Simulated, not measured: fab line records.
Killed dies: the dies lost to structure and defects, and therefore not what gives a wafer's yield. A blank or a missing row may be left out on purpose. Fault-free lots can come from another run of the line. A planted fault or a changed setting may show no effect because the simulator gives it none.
fab line records ; flow nandHarc
record: lots: 12; wafers: 36; lastDay: 23
route steps=1159 shown A_STAIRCASE@670 END@1159
lots with no fault: from the same line, run without faults
startH: the number of hours between the record's first day and the start of the first shown wafer of the lot ; waitH: hours since the lot's step before ; " identical to the entry in the row above ; L1.1+2: several wafers, shown together as one row ; - no value, or no start was given ; * or withheld: withheld ; < > ~ a bound
route shown NAME@n: a module of which the file shows steps, and the number in the route of the first ; usual: mean/standard deviation taken from wafers without a fault ; same: alike in all rows ; chamber/n: place in a boat ; sites: per-site readings ; _std_site: standard deviation across them ; _edge_site: mean of outer sites minus mean of inner sites ; radiusMm: for every site, how far away it sits from the centre of the wafer ; mask NAME#n: copy n ; behind: the most recent tool/chamber to have shaped the wafer ; hold: the reason the lot was held/the length of the hold in hours/how it ended ; device: transistor that didn't switch, given as n, p or np ; end of line: tests run on the same wafers once the route is complete ; step lacking rows: just its recipe ; killed: count of dies lost to structure and defects at first sort (not the wafer's yield) ; map: per-die view of a wafer (x killed, . not killed, _ where there is no die)
set.NAME: setting as actually run; set.NAME@STEP: the setting as run at that earlier step ; model.NAME: the simulator's own value behind a step, which no gauge read
one table for each step of the route and one row for each wafer, over a sample of lots
services: a tool's chamber out of use, with start hour (startH, from the record's first day; less than 0 if before it), hours out, and reason
== steps ==
step: NHARC_A_STAIRCASE_STRIP_295
recipe: o2FlowSccm: 500; arFlowSccm: 0; biasW: 0; chemistry: O2
usual: drypumpMotorCurrentA: 5.7/0.45; oesProductAu: 1.003/0.014; rfVppV: 57.9/0.83; showerheadPlenumPTorr: 3.57/0.13; throttleValvePct: 17.037/0.0084
lot.wafer;tool;chamber;startH;waitH;drypumpMotorCurrentA;oesProductAu;rfHoursCounterH;rfVppV;showerheadPlenumPTorr;throttleValvePct
L246.3;rieDiel-13;3;-;-;5.5;1.003;53;58.3;3.45;17.043
L246.2;rieDiel-13;0;-;-;6.7;1.016;52;59.1;3.78;17.012
L246.4;rieDiel-13;1;-;-;5.5;0.997;53;57.8;3.59;17.029
L247.1;rieDiel-13;0;-;-;6.7;1.022;53;58.0;3.78;17.037
L247.2;rieDiel-13;1;-;-;5.5;1.006;54;57.8;3.59;17.032
L247.6;rieDiel-13;0;-;-;6.7;1.016;-;57.6;3.78;17.054
L248.1;rieDiel-13;3;-;-;5.4;0.983;55;58.4;3.45;17.038
L248.4;rieDiel-13;0;-;-;6.7;1.019;55;56.8;3.78;17.043
L248.5;rieDiel-13;3;-;-;5.5;0.983;-;57.6;3.45;17.033
L251.3;rieDiel-01;2;-;-;5.8;1.015;53;57.1;3.70;17.030
L251.2;rieDiel-01;3;-;-;6.1;1.017;54;58.8;3.58;17.037
L251.4;rieDiel-01;0;-;-;5.3;1.006;49;58.0;3.59;17.043
L250.2;rieDiel-13;2;-;-;5.2;1.018;1;56.7;3.57;17.028
L250.1;rieDiel-13;0;-;-;6.6;1.010;2;57.8;3.77;17.048
L250.5;rieDiel-13;2;-;-;5.2;1.022;-;58.6;3.57;17.049
L253.2;rieDiel-13;1;-;-;5.5;1.008;6;58.9;3.58;17.039
L253.6;rieDiel-13;3;-;-;5.4;0.997;-;57.6;3.44;17.043
L253.5;rieDiel-13;0;-;-;6.6;1.022;-;59.0;3.77;17.044
L252.2;rieDiel-11;0;-;-;5.4;1.011;38;56.8;3.70;17.037
L252.4;rieDiel-11;1;-;-;5.8;0.989;39;56.6;3.45;17.025
L252.5;rieDiel-11;0;-;-;5.5;1.007;-;57.1;3.70;17.049
L254.3;rieDiel-11;3;-;-;5.8;0.968;41;59.4;3.65;17.034
L254.2;rieDiel-11;0;-;-;5.4;1.013;40;59.0;3.70;17.032
L254.4;rieDiel-11;2;-;-;5.6;0.992;44;59.0;3.41;17.055
L256.1;rieDiel-01;3;-;-;6.1;0.995;1;58.6;3.58;17.028
L256.3;rieDiel-01;0;-;-;5.4;0.983;1;56.2;3.58;17.025
L256.2;rieDiel-01;2;-;-;5.8;0.996;0;57.7;3.70;17.032
L261.1;rieDiel-13;3;-;-;5.5;1.011;24;56.7;3.43;17.039
L261.4;rieDiel-13;0;-;-;6.7;1.014;23;58.8;3.76;17.031
L261.3;rieDiel-13;2;-;-;5.2;1.027;24;57.1;3.56;17.050
L263.3;rieDiel-13;0;-;-;6.7;1.022;29;59.2;3.76;17.044
L263.5;rieDiel-13;3;-;-;5.5;0.991;-;57.0;3.43;17.044
L263.6;rieDiel-13;0;-;-;6.7;1.016;-;58.6;3.76;17.043
L265.1;rieDiel-01;0;-;-;5.4;0.992;22;58.4;3.57;17.047
L265.3;rieDiel-01;1;-;-;5.9;1.009;19;56.2;3.32;17.048
L265.5;rieDiel-01;0;-;-;5.4;0.986;-;58.8;3.57;17.043
step: NHARC_A_STAIRCASE_STRIP_476
recipe: timeS: 20; o2FlowSccm: 500; arFlowSccm: 0; biasW: 0; chemistry: O2
usual: drypumpMotorCurrentA: 5.7/0.37; oesProductAu: 1.001/0.012; rfVppV: 57.8/0.87; showerheadPlenumPTorr: 3.57/0.13; throttleValvePct: 17.036/0.0088
same: timeS: 20
lot.wafer;tool;chamber;startH;waitH;drypumpMotorCurrentA;oesProductAu;rfHoursCounterH;rfVppV;showerheadPlenumPTorr;throttleValvePct
L246.4;rieDiel-13;0;272.26;0.1;6.7;1.015;56;59.1;3.78;17.027
L246.3;rieDiel-13;2;272.26;0.1;5.2;1.021;65;57.3;3.57;17.043
L246.2;rieDiel-13;3;272.26;0.1;5.5;0.988;57;56.7;3.45;17.029
L247.1;rieDiel-11;3;274.34;0.1;5.8;0.975;28;58.6;3.66;17.039
L247.2;rieDiel-11;0;274.34;0.1;5.4;0.997;27;58.9;3.71;17.028
L247.6;rieDiel-11;3;274.34;0.1;5.9;0.977;-;59.0;3.66;17.027
L248.4;rieDiel-01;1;276.00;0.1;5.9;0.995;42;58.7;3.34;17.041
L248.1;rieDiel-01;0;276.00;0.1;5.4;0.998;43;57.0;3.59;17.034
L248.5;rieDiel-01;2;276.00;0.1;5.8;1.003;-;58.8;3.71;17.032
L251.3;rieDiel-13;0;294.73;0.1;6.7;1.015;4;58.1;3.77;17.039
L251.2;rieDiel-13;1;294.73;0.1;5.5;1.007;4;56.9;3.58;17.039
L251.4;rieDiel-13;2;294.73;0.1;5.2;1.028;4;57.8;3.57;17.034
L250.1;rieDiel-11;1;298.02;0.1;5.8;0.993;38;57.8;3.45;17.025
L250.2;rieDiel-11;2;298.02;0.1;5.6;0.991;41;57.1;3.41;17.039
L250.5;rieDiel-11;0;298.02;0.1;5.4;1.011;-;57.1;3.70;17.028
L253.2;rieDiel-01;1;313.05;0.1;5.9;1.007;58;56.6;3.33;17.043
L253.6;rieDiel-01;2;313.05;0.1;5.8;1.018;-;56.5;3.70;17.028
L253.5;rieDiel-01;3;313.05;0.1;6.1;1.002;-;57.9;3.58;17.047
L252.4;rieDiel-01;1;314.26;0.1;5.9;1.012;59;55.9;3.33;17.035
L252.2;rieDiel-01;3;314.26;0.1;6.1;1.001;63;59.0;3.58;17.046
L252.5;rieDiel-01;1;314.26;0.1;5.9;1.011;-;58.0;3.33;17.016
L254.3;rieDiel-11;2;316.52;0.1;5.6;0.989;47;56.4;3.41;17.020
L254.2;rieDiel-11;3;316.52;0.1;5.8;0.979;44;57.3;3.65;17.041
L254.4;rieDiel-11;0;316.52;0.1;5.4;1.004;43;59.1;3.70;17.035
L256.2;rieDiel-13;2;333.11;0.1;5.2;1.018;19;56.9;3.56;17.041
L256.1;rieDiel-13;3;333.11;0.1;5.5;0.997;19;58.6;3.44;17.031
L256.3;rieDiel-13;0;333.11;0.1;6.7;1.016;18;58.0;3.76;17.036
L261.4;rieDiel-11;0;356.86;0.1;5.5;1.000;57;59.3;3.69;17.032
L261.3;rieDiel-11;1;356.86;0.1;5.8;0.990;57;57.8;3.44;17.028
L261.1;rieDiel-11;3;356.86;0.1;5.8;0.993;58;58.1;3.64;17.055
L263.3;rieDiel-01;3;370.41;0.1;6.1;0.973;18;58.8;3.57;17.047
L263.6;rieDiel-01;1;370.41;0.1;5.8;1.011;-;56.8;3.32;17.044
L263.5;rieDiel-01;2;370.41;0.1;5.8;0.982;-;57.0;3.69;17.034
L265.1;rieDiel-13;1;383.70;0.1;5.5;1.001;39;56.6;3.57;17.037
L265.3;rieDiel-13;2;383.70;0.1;5.2;1.022;39;57.0;3.55;17.033
L265.5;rieDiel-13;0;383.70;0.1;6.7;1.027;-;58.1;3.75;17.017
step: NHARC_A_STAIRCASE_DEP_325
recipe: targetThkA: 38000; tempC: 400; targetThkNm: 3800; teosFlowSccm: 200; rfW: 500; material: SiO2
usual: heaterPowerOuterW: 398/80; heaterPowerW: 685/110; rfFwdPowerW: 499.5/1.6
lot.wafer;tool;chamber;startH;waitH;heaterPowerOuterW;heaterPowerW;rfFwdPowerW
L246.2;pecvd-02;2;296.92;0.1;576;830;499.2
L246.3;pecvd-02;1;296.92;0.1;405;672;498.3
L246.4;pecvd-02;1;296.92;0.1;390;635;500.1
L248.1;pecvd-02;1;303.00;0.3;417;665;498.7
L248.4;pecvd-02;2;303.00;0.3;458;699;498.1
L248.5;pecvd-02;1;303.00;0.3;401;627;496.8
L247.1;pecvd-01;2;303.05;0.3;501;896;498.9
L247.2;pecvd-01;0;303.05;0.3;394;648;498.3
L247.6;pecvd-01;2;303.05;0.3;420;747;501.5
L250.2;pecvd-04;0;325.71;0.1;393;685;497.6
L250.1;pecvd-04;2;325.71;0.1;436;787;498.9
L250.5;pecvd-04;2;325.71;0.1;362;676;496.1
L251.3;pecvd-01;1;326.05;0.4;324;592;497.5
L251.2;pecvd-01;0;326.05;0.4;409;684;498.4
L251.4;pecvd-01;2;326.05;0.4;395;735;497.1
L252.2;pecvd-01;1;342.24;0.3;340;607;500.5
L252.5;pecvd-01;2;342.24;0.3;400;746;498.0
L252.4;pecvd-01;0;342.24;0.3;326;558;499.9
L253.2;pecvd-04;0;342.44;0.5;511;838;499.5
L253.6;pecvd-04;1;342.44;0.5;385;688;498.1
L253.5;pecvd-04;0;342.44;0.5;390;662;498.3
L254.2;pecvd-04;0;346.46;0.1;436;754;500.9
L254.4;pecvd-04;0;346.46;0.1;375;664;498.6
L254.3;pecvd-04;1;346.46;0.1;396;658;499.0
L256.1;pecvd-01;2;365.80;0.1;529;909;500.7
L256.2;pecvd-01;0;365.80;0.1;317;559;498.5
L256.3;pecvd-01;1;365.80;0.1;311;575;498.1
L261.1;pecvd-01;2;386.16;0.2;478;823;500.3
L261.3;pecvd-01;0;386.16;0.2;308;554;498.7
L261.4;pecvd-01;2;386.16;0.2;402;756;498.9
L263.3;pecvd-02;1;397.82;0.3;449;689;561.6
L263.6;pecvd-02;2;397.82;0.3;489;716;500.8
L263.5;pecvd-02;0;397.82;0.3;351;648;498.0
L265.3;pecvd-02;2;408.77;0.1;541;782;501.5
L265.1;pecvd-02;1;408.77;0.1;457;712;556.5
L265.5;pecvd-02;0;408.77;0.1;338;646;499.8
step: NHARC_A_STAIRCASE_STRIP_446
recipe: powerW: 1500; tempC: 250; chemistry: O2
usual: drypumpMotorCurrentA: 5.6/0.34; heaterPowerW: 345/11
lot.wafer;tool;chamber;startH;waitH;drypumpMotorCurrentA;heaterPowerW;rfHoursCounterH
L246.2;plasmaAsher-02;0;308.28;0.4;5.5;342;40
L246.4;plasmaAsher-02;0;308.28;0.4;5.4;353;-
L246.3;plasmaAsher-02;1;308.28;0.4;6.1;346;-
L248.1;plasmaAsher-02;1;313.67;0.1;6.1;353;41
L248.4;plasmaAsher-02;0;313.67;0.1;5.5;351;-
L248.5;plasmaAsher-02;0;313.67;0.1;5.4;352;-
L247.2;plasmaAsher-01;0;313.80;0.0;5.2;343;8
L247.1;plasmaAsher-01;1;313.80;0.0;5.7;353;8
L247.6;plasmaAsher-01;0;313.80;0.0;5.2;347;-
L250.1;plasmaAsher-02;1;338.93;0.4;6.1;344;51
L250.2;plasmaAsher-02;0;338.93;0.4;5.5;353;51
L250.5;plasmaAsher-02;0;338.93;0.4;5.5;353;-
L251.2;plasmaAsher-02;1;339.21;0.6;6.1;353;51
L251.3;plasmaAsher-02;1;339.21;0.6;6.1;352;-
L251.4;plasmaAsher-02;0;339.21;0.6;5.5;348;-
L252.2;plasmaAsher-01;0;352.48;0.0;5.2;347;21
L252.4;plasmaAsher-01;0;352.48;0.0;5.2;341;-
L252.5;plasmaAsher-01;0;352.48;0.0;5.2;359;-
L253.2;plasmaAsher-01;0;352.76;0.1;5.2;354;21
L253.6;plasmaAsher-01;0;352.76;0.1;5.2;342;-
L253.5;plasmaAsher-01;1;352.76;0.1;5.7;355;-
L254.2;plasmaAsher-01;1;361.20;0.7;5.7;348;25
L254.3;plasmaAsher-01;0;361.20;0.7;5.2;349;-
L254.4;plasmaAsher-01;1;361.20;0.7;5.7;353;-
L256.2;plasmaAsher-02;0;376.14;0.0;5.5;325;2
L256.1;plasmaAsher-02;1;376.14;0.0;6.1;321;2
L256.3;plasmaAsher-02;0;376.14;0.0;5.5;331;-
L261.1;plasmaAsher-01;1;397.31;0.5;5.7;354;42
L261.3;plasmaAsher-01;0;397.31;0.5;5.2;343;-
L261.4;plasmaAsher-01;1;397.31;0.5;5.7;353;-
L263.3;plasmaAsher-02;1;407.81;0.2;6.1;317;-
L263.5;plasmaAsher-02;0;407.81;0.2;5.5;325;-
L263.6;plasmaAsher-02;1;407.81;0.2;6.1;336;-
L265.1;plasmaAsher-02;1;421.38;0.0;6.1;332;16
L265.3;plasmaAsher-02;1;421.38;0.0;6.1;333;-
L265.5;plasmaAsher-02;0;421.38;0.0;5.5;324;-
step: NHARC_END_SORT_01
recipe: tempC: 25
usual: killedAtArray: 27/9.9; killedAtOther: 0.5/0.76; killedAtPeriphery: 3.4/2.2; killedDies: 31/10; killedOpen: 3.3/2; killedShort: 2.0/1.5
same: grossDies: 677
lot.wafer;tool;chamber;startH;waitH;killedAtArray;killedAtOther;killedAtPeriphery;killedDies;killedOpen;killedShort
L252.2;prober-02;0;484.72;2.8;44;2;2;48;6;2
L252.4;prober-02;0;486.33;3.4;49;2;4;55;4;3
L252.5;prober-02;0;487.13;3.7;42;1;8;51;7;1
killed by level:class
L252.2 A_CHANNEL_HOLE_D1:chamberFilmFlake=17 A_SLIT:chamberFilmFlake=12 A_STAIRCASE:chamberFilmFlake=6 A_CHANNEL_FILL_D1:geometricParticle:open=2 A_M0:geometricParticle:open=2 THIN_TSV:chamberFilmFlake=2 P_M0:geometricParticle:open=1 A_CHANNEL_FILL_D1:geometricParticle:short=1
L252.4 A_CHANNEL_HOLE_D1:chamberFilmFlake=16 A_SLIT:chamberFilmFlake=16 A_STAIRCASE:chamberFilmFlake=5 A_CONTACT:chamberFilmFlake=4 A_CHANNEL_FILL_D1:geometricParticle:short=2 P_STI:chamberFilmFlake=2 THIN_TSV:chamberFilmFlake=2 P_CONTACT:geometricParticle:open=1
L252.5 A_CHANNEL_HOLE_D1:chamberFilmFlake=11 A_STAIRCASE:chamberFilmFlake=11 A_SLIT:chamberFilmFlake=8 P_GATE:chamberFilmFlake=4 A_CONTACT:chamberFilmFlake=4 A_WL_FILL:geometricParticle:open=2 A_CONTACT:geometricParticle:open=2 P_STI:chamberFilmFlake=2
== services ==
tool;chamber;startH;hours;kind
pecvd-01;-;237.07;13.0;pm
rieDiel-13;0;256.58;-;clean
rieDiel-13;1;256.58;-;clean
rieDiel-13;2;256.58;-;clean
rieDiel-13;3;256.58;-;clean
plasmaAsher-02;-;261.31;3.6;repair
plasmaAsher-01;-;276.00;9.0;pm
rieDiel-13;-;276.27;9.0;pm
rieDiel-13;0;276.27;9.0;ventCycle
rieDiel-13;1;276.27;9.0;ventCycle
rieDiel-13;2;276.27;9.0;ventCycle
rieDiel-13;3;276.27;9.0;ventCycle
rieDiel-13;0;285.27;-;clean
rieDiel-13;1;285.27;-;clean
rieDiel-01;2;296.42;3.8;repair
rieDiel-01;-;314.88;9.0;pm
pecvd-02;-;334.34;13.0;pm
pecvd-04;2;337.80;19.8;repair
plasmaAsher-02;-;360.11;9.0;pm
rieDiel-01;2;362.64;2.9;repair
rieDiel-11;-;366.50;9.0;pm
pecvd-04;-;376.56;13.0;pm
rieDiel-13;-;407.12;0.5;repair
pecvd-01;-;418.07;13.0;pm
== key ==
firstSign: step: NHARC_A_STAIRCASE_DEP_325; reading: rfFwdPowerW; direction: up; sigmas: 38; usual: *; struck: *
effect none on later readings
metAt NHARC_A_STAIRCASE_DEP_325
struckLots L263,L265
struckWafers L263.3,L265.1
testerLeftOut L263,L265
notActingAt NHARC_A_STAIRCASE_STRIP_295,NHARC_A_STAIRCASE_STRIP_476,NHARC_A_STAIRCASE_STRIP_446
onsetBetween 303.00 397.82
fault: kind: processParameterDrift; tool: pecvd-02; chamber: 1; onsetH: 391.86; steps: NHARC_A_STAIRCASE_DEP_325; channel: rfW; offset: *; shape: step; endH: 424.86; actsIn: *; stated: *
testerLeftOut: of these lots the tester's yield and bins aren't shown, on N5 and GAA mostly nor the transistor test; their killed dies are dies lost to structure and defects alone, not to doping, threshold or leakage, so they don't give the yield
